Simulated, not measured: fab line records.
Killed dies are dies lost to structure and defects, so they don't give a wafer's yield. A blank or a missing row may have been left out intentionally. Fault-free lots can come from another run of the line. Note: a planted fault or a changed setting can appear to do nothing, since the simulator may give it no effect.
Lot-split experiment / flow n5-finfet / route with 1938 steps; 7 lots, 39 wafers read

ON THE SPLIT
At N5_FIN_SAQP_ETCH_52 (etches SOC in N2/H2, target depth 100 nm, overetch 20 nm, time 150 s), the setting source-w was moved away from the recipe's 840 W on 15 of the 39 wafers read, by -5.8% to +15.5%. The other wafers ran this setting at the recipe's value.

The split's own step is where the reading is taken.

THE READING
rf-vpp-V, in V, at N5_FIN_SAQP_ETCH_52 (etches SOC in N2/H2, target depth 100 nm, overetch 20 nm, time 150 s). Fault-free wafers of this fab line usually give 524.7 V, standard deviation 1.6 V.

wafer=L078.1; tool, chamber at the split=rie-diel-05, 2; source-w as run, W=840; against the recipe=recipe; rf-vpp-V, V=523.1; against lot-mates on the recipe=-
wafer=L078.2; tool, chamber at the split=rie-diel-05, 3; source-w as run, W=884.6; against the recipe=+5.3%; rf-vpp-V, V=520.5; against lot-mates on the recipe=-3.6
wafer=L078.3; tool, chamber at the split=rie-diel-05, 0; source-w as run, W=840; against the recipe=recipe; rf-vpp-V, V=524.1; against lot-mates on the recipe=-
wafer=L078.4; tool, chamber at the split=rie-diel-05, 2; source-w as run, W=884.6; against the recipe=+5.3%; rf-vpp-V, V=515.0; against lot-mates on the recipe=-9.1
wafer=L078.5; tool, chamber at the split=rie-diel-05, 0; source-w as run, W=840; against the recipe=recipe; rf-vpp-V, V=525.0; against lot-mates on the recipe=-
wafer=L078.6; tool, chamber at the split=rie-diel-05, 3; source-w as run, W=884.6; against the recipe=+5.3%; rf-vpp-V, V=518.5; against lot-mates on the recipe=-5.6
wafer=L080.1; tool, chamber at the split=rie-diel-02, 2; source-w as run, W=955.7; against the recipe=+13.8%; rf-vpp-V, V=503.6; against lot-mates on the recipe=-21.8
wafer=L080.2; tool, chamber at the split=rie-diel-02, 3; source-w as run, W=955.7; against the recipe=+13.8%; rf-vpp-V, V=504.1; against lot-mates on the recipe=-21.3
wafer=L080.3; tool, chamber at the split=rie-diel-02, 1; source-w as run, W=840; against the recipe=recipe; rf-vpp-V, V=524.3; against lot-mates on the recipe=-
wafer=L080.4; tool, chamber at the split=rie-diel-02, 0; source-w as run, W=840; against the recipe=recipe; rf-vpp-V, V=525.2; against lot-mates on the recipe=-
wafer=L080.5; tool, chamber at the split=rie-diel-02, 2; source-w as run, W=955.7; against the recipe=+13.8%; rf-vpp-V, V=501.4; against lot-mates on the recipe=-24.0
wafer=L080.6; tool, chamber at the split=rie-diel-02, 3; source-w as run, W=840; against the recipe=recipe; rf-vpp-V, V=526.8; against lot-mates on the recipe=-
wafer=L086.1; tool, chamber at the split=rie-diel-02, 3; source-w as run, W=840; against the recipe=recipe; rf-vpp-V, V=525.0; against lot-mates on the recipe=-
wafer=L086.2; tool, chamber at the split=rie-diel-02, 1; source-w as run, W=970.4; against the recipe=+15.5%; rf-vpp-V, V=498.3; against lot-mates on the recipe=-26.2
wafer=L086.3; tool, chamber at the split=rie-diel-02, 2; source-w as run, W=970.4; against the recipe=+15.5%; rf-vpp-V, V=498.4; against lot-mates on the recipe=-26.1
wafer=L086.4; tool, chamber at the split=rie-diel-02, 0; source-w as run, W=840; against the recipe=recipe; rf-vpp-V, V=525.4; against lot-mates on the recipe=-
wafer=L086.5; tool, chamber at the split=rie-diel-02, 3; source-w as run, W=970.4; against the recipe=+15.5%; rf-vpp-V, V=502.8; against lot-mates on the recipe=-21.7
wafer=L086.6; tool, chamber at the split=rie-diel-02, 2; source-w as run, W=840; against the recipe=recipe; rf-vpp-V, V=523.2; against lot-mates on the recipe=-
wafer=L089.1; tool, chamber at the split=rie-diel-02, 1; source-w as run, W=840; against the recipe=recipe; rf-vpp-V, V=523.7; against lot-mates on the recipe=-
wafer=L089.2; tool, chamber at the split=rie-diel-02, 0; source-w as run, W=840; against the recipe=recipe; rf-vpp-V, V=523.3; against lot-mates on the recipe=-
wafer=L089.3; tool, chamber at the split=rie-diel-02, 3; source-w as run, W=840; against the recipe=recipe; rf-vpp-V, V=524.3; against lot-mates on the recipe=-
wafer=L089.4; tool, chamber at the split=rie-diel-02, 2; source-w as run, W=840; against the recipe=recipe; rf-vpp-V, V=525.1; against lot-mates on the recipe=-
wafer=L089.5; tool, chamber at the split=rie-diel-02, 1; source-w as run, W=840; against the recipe=recipe; rf-vpp-V, V=523.3; against lot-mates on the recipe=-
wafer=L089.6; tool, chamber at the split=rie-diel-02, 2; source-w as run, W=840; against the recipe=recipe; rf-vpp-V, V=523.8; against lot-mates on the recipe=-
wafer=L093.1; tool, chamber at the split=rie-diel-05, 3; source-w as run, W=795.8; against the recipe=-5.3%; rf-vpp-V, V=536.0; against lot-mates on the recipe=+12.6
wafer=L093.2; tool, chamber at the split=rie-diel-05, 2; source-w as run, W=840; against the recipe=recipe; rf-vpp-V, V=522.7; against lot-mates on the recipe=-
wafer=L093.3; tool, chamber at the split=rie-diel-05, 0; source-w as run, W=795.8; against the recipe=-5.3%; rf-vpp-V, V=532.6; against lot-mates on the recipe=+9.2
wafer=L093.4; tool, chamber at the split=rie-diel-05, 1; source-w as run, W=840; against the recipe=recipe; rf-vpp-V, V=523.2; against lot-mates on the recipe=-
wafer=L093.5; tool, chamber at the split=rie-diel-05, 3; source-w as run, W=795.8; against the recipe=-5.3%; rf-vpp-V, V=536.2; against lot-mates on the recipe=+12.8
wafer=L093.6; tool, chamber at the split=rie-diel-05, 0; source-w as run, W=840; against the recipe=recipe; rf-vpp-V, V=524.4; against lot-mates on the recipe=-
wafer=L094.1; tool, chamber at the split=rie-diel-02, 2; source-w as run, W=791; against the recipe=-5.8%; rf-vpp-V, V=534.4; against lot-mates on the recipe=+8.8
wafer=L094.2; tool, chamber at the split=rie-diel-02, 3; source-w as run, W=840; against the recipe=recipe; rf-vpp-V, V=526.4; against lot-mates on the recipe=-
wafer=L094.3; tool, chamber at the split=rie-diel-02, 0; source-w as run, W=791; against the recipe=-5.8%; rf-vpp-V, V=534.8; against lot-mates on the recipe=+9.2
wafer=L094.4; tool, chamber at the split=rie-diel-02, 1; source-w as run, W=840; against the recipe=recipe; rf-vpp-V, V=524.9; against lot-mates on the recipe=-
wafer=L094.5; tool, chamber at the split=rie-diel-02, 1; source-w as run, W=791; against the recipe=-5.8%; rf-vpp-V, V=535.1; against lot-mates on the recipe=+9.5
wafer=L094.6; tool, chamber at the split=rie-diel-02, 0; source-w as run, W=840; against the recipe=recipe; rf-vpp-V, V=525.4; against lot-mates on the recipe=-
wafer=L095.3; tool, chamber at the split=rie-diel-05, 1; source-w as run, W=840; against the recipe=recipe; rf-vpp-V, V=522.9; against lot-mates on the recipe=-
wafer=L095.5; tool, chamber at the split=rie-diel-05, 1; source-w as run, W=840; against the recipe=recipe; rf-vpp-V, V=522.6; against lot-mates on the recipe=-
wafer=L095.6; tool, chamber at the split=rie-diel-05, 0; source-w as run, W=840; against the recipe=recipe; rf-vpp-V, V=524.6; against lot-mates on the recipe=-

THE FIT
A straight line over all 39 wafers: rf-vpp-V changes by -1.6 V for each +1% of source-w; r = -0.99; the points scatter about the line by 1.6 V.
The same after taking each lot's own level away (the mean of its wafers on the recipe; 39 wafers): -1.63 V for each +1%; r = -0.99; scatter 1.6 V.
The reading moves by 25 V for the largest change in source-w, on that fit.
The span of the lots' own levels, 523.37 to 525.57 V, comes to 1.4 times the standard deviation stated above.
The two slopes agree, so the slope changes little with the lot-to-lot level.
Check: -24.6 V against its lot-mates is what the line predicts for one of the wafers moved furthest among these (+15.5%) when that wafer is left out of the fit. It came out at -26.2 V against them.
Tool readings at the split's step, against how far the setting was moved: rf-vpp-V r = -0.99.

OTHER SPLITS APPLIED TO THESE WAFERS
Before the reading, these wafers also passed through other splits. Each is held against what the fit with the lots' levels taken away leaves over:
other split on the same wafers=N5_FIN_SAQP_HM_DEP_03 time-s; wafers away from the commonest value=15; r with rf-vpp-V (lot level and that fit taken away)=-0.07

THE WHOLE CHAIN: every reading that the file lists as answering this split, in the file's order
step=N5_FIN_SAQP_ETCH_52; what it does=etches SOC in N2/H2, target depth 100 nm, overetch 20 nm, time 150 s; reading=rf-vpp-V; change (the file's fit)=-1.61 V for each +1% of the setting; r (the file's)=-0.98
step=N5_FIN_SAQP_ETCH_52; what it does=etches SOC in N2/H2, target depth 100 nm, overetch 20 nm, time 150 s; reading=SiARC_of_FIN_SAQP_COAT_50.thk-nm (the simulator's own value, which no gauge read); change (the file's fit)=-0.0355 nm for each +1% of the setting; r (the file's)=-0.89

THE FILE'S OWN FIT
rf-vpp-V changes by -1.61 V for each +1% of source-w, r = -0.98.
